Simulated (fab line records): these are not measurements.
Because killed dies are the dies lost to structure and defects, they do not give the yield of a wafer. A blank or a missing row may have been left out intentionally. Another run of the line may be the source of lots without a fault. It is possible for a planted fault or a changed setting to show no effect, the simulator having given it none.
Struck lot and sound lot, side by side -- flow n5-finfet -- 38 steps out of a route of 1938
Sound: the wafers L213.1, L213.3, L213.4. Struck: wafers L211.2, L211.4 (left out: L211.3, a lot-mate that was not struck); the cause follows at the end.
Each step with rows lists, per side, the tool, then ch with its chambers, then its first start. Under that, the readings that differ: sound wafers -- struck wafers -- difference of the means -- sigmas: that difference in standard deviations of wafers without a fault.
alike: readings with means less than 2 such deviations apart, plus words and numbers identical on both sides. not compared: withheld readings, readings lacking a value on some wafer, bounds such as >300 that could conceal the same value, and numbers that have no deviation in the record and whose values overlap.
The two part at a step that has a row with sigmas, a row that says differs or no value, or rows on one side only. When numbers do not overlap yet have no deviation, they are printed without sigmas and do not part them. Lack of a reading on every wafer of one side parts them only where that side has two or more wafers.

first, 8 steps without rows for these wafers: N5_BEOL_M2_ECD_50 (material Cu, target thk 300 nm); N5_BEOL_M2_ANNEAL_51 (time 90 s); N5_BEOL_M2_CMP_52 (polishes, stops on SiOC, t overpolish 6.8 s, target thk 40 nm); N5_BEOL_M2_PRE_CLEAN_60 (time 15 s); N5_BEOL_M2_CO_CAP_55 (material Co, precursor CCTBA/H2, target thk 2 nm, time 102.1 s); N5_BEOL_M2_PRE_CLEAN_56 (time 15 s); N5_BEOL_M2_DEP_57 (deposits SiCN from 3MS/NH3, target thk 8 nm, time 14 s); N5_BEOL_M3_ILD_DEP_00 (deposits SiOC from DEMS/O2, target thk 79 nm, time 15.3 s).
N5_BEOL_M3_PECVD_72: deposits SiO2 from TEOS/O2, target thk 16 nm, time 18 s.
  sound on pecvd-02 ch 0,1,2, day 12 20:53; struck on pecvd-04 ch 0, day 12 09:05
reading,sound,struck,difference,sigmas
heater-power-w (W),701 841 564,896 875,+184,+2
model.SiO2_of_BEOL_M3_PECVD_72.thk-nm (nm),15.4 15.6 15.8,12.2 12.6,-3.2,
  alike: heater-power-outer-w, showerhead-plenum-p-Torr, throttle-valve-pct
then, 25 steps without rows for these wafers: N5_BEOL_M3_HM_DEP_02 (deposits TiN, target thk 20 nm); N5_BEOL_M3_COAT_61 (time 60 s, resist thk 60 nm); N5_BEOL_M3_COAT_62 (time 60 s, resist thk 12 nm); N5_BEOL_M3_COAT_73 (time 60 s, resist thk 5 nm); N5_BEOL_M3_COAT_05 (resist thk 30 nm); N5_BEOL_M3_EBR_07; N5_BEOL_M3_SOFTBAKE_06 (time 60 s); N5_BEOL_M3_EXPOSE_08 (exposes mask M3); N5_BEOL_M3_PEB_09 (peb time 60 s); N5_BEOL_M3_DEVELOP_10 (develop time 30 s); N5_BEOL_M3_DESCUM_16 (chemistry O2, time 7 s); N5_BEOL_M3_ETCH_74 (etches underlayer in N2/H2, target depth 6.5 nm, time 5.2 s); N5_BEOL_M3_ETCH_63 (etches SiARC in CF4, target depth 15.6 nm, time 26 s); N5_BEOL_M3_ETCH_64 (etches SOC in N2/H2, target depth 75 nm, overetch 15 nm, time 112.5 s); N5_BEOL_M3_STRIP_65 (strips in N2/H2); N5_BEOL_M3_STRIP_75 (strips in N2/H2); N5_BEOL_M3_STRIP_66 (strips in CF4); N5_BEOL_M3_HM_OPEN_17 (chemistry Cl2/BCl3, target TiN, target depth 20 nm, overetch 6 nm); N5_BEOL_M3_STRIP_19 (strips in O2); N5_BEOL_M3_COAT_67 (time 60 s, resist thk 60 nm); N5_BEOL_M3_COAT_68 (time 60 s, resist thk 12 nm); N5_BEOL_M3_COAT_76 (time 60 s, resist thk 5 nm); N5_BEOL_M3_COAT_22 (resist thk 30 nm); N5_BEOL_M3_EBR_24; N5_BEOL_M3_SOFTBAKE_23 (time 60 s).
N5_BEOL_M3_HM_STRIP_39: strips TiN in peroxide tin strip, target depth 25 nm, time 158 s.
  sound on wet-bench-04 ch 0,2,3, day 13 04:04; struck on wet-bench-04 ch 0,7, day 12 16:31
reading,sound,struck,difference,sigmas
model.SiO2_of_BEOL_M3_PECVD_72.thk-nm (nm),15.4 15.6 15.6,12 12.6,-3,
N5_BEOL_M3_CMP_52: polishes, stops on SiOC, t overpolish 6.8 s, target thk 40 nm.
  sound on cmp-02 ch 1,2,3, day 13 07:59; struck on cmp-03 ch 0,2, day 12 19:53
reading,sound,struck,difference,sigmas
barrier-field-endpoint-s (s),24.4 23.9 24.0,19.9 20.8,-3.7,-7
  alike: clearing-platen-rpm, motor-current-A
N5_BEOL_M4_RC_MEAS_101:
  sound on prober-02 ch 0, day 14 03:20; struck on prober-02 ch 0, day 13 18:15
  alike: DIBL_N, DIBL_P, IOFF_N, IOFF_P, ION_N, ION_P, SS_N, SS_P, VT_N, VT_P
-- record jumps: 5 days separate the struck wafers' starts on either side; left off in module BEOL_M4, taken up again in module PASSIVATION, whose first shown step is the route's number 1936 --
N5_PASSIVATION_PROBE_49:
  rows exist in the record for the struck wafers here (prober-01, day 18 08:49), but not for the sound ones

## WHERE THEY PART
At N5_BEOL_M3_PECVD_72 first; at N5_PASSIVATION_PROBE_49 last (within this record only).

WHY: what had been put in by the simulator
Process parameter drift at N5_BEOL_M3_PECVD_72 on pecvd-04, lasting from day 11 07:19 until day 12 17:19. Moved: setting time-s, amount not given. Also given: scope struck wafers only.
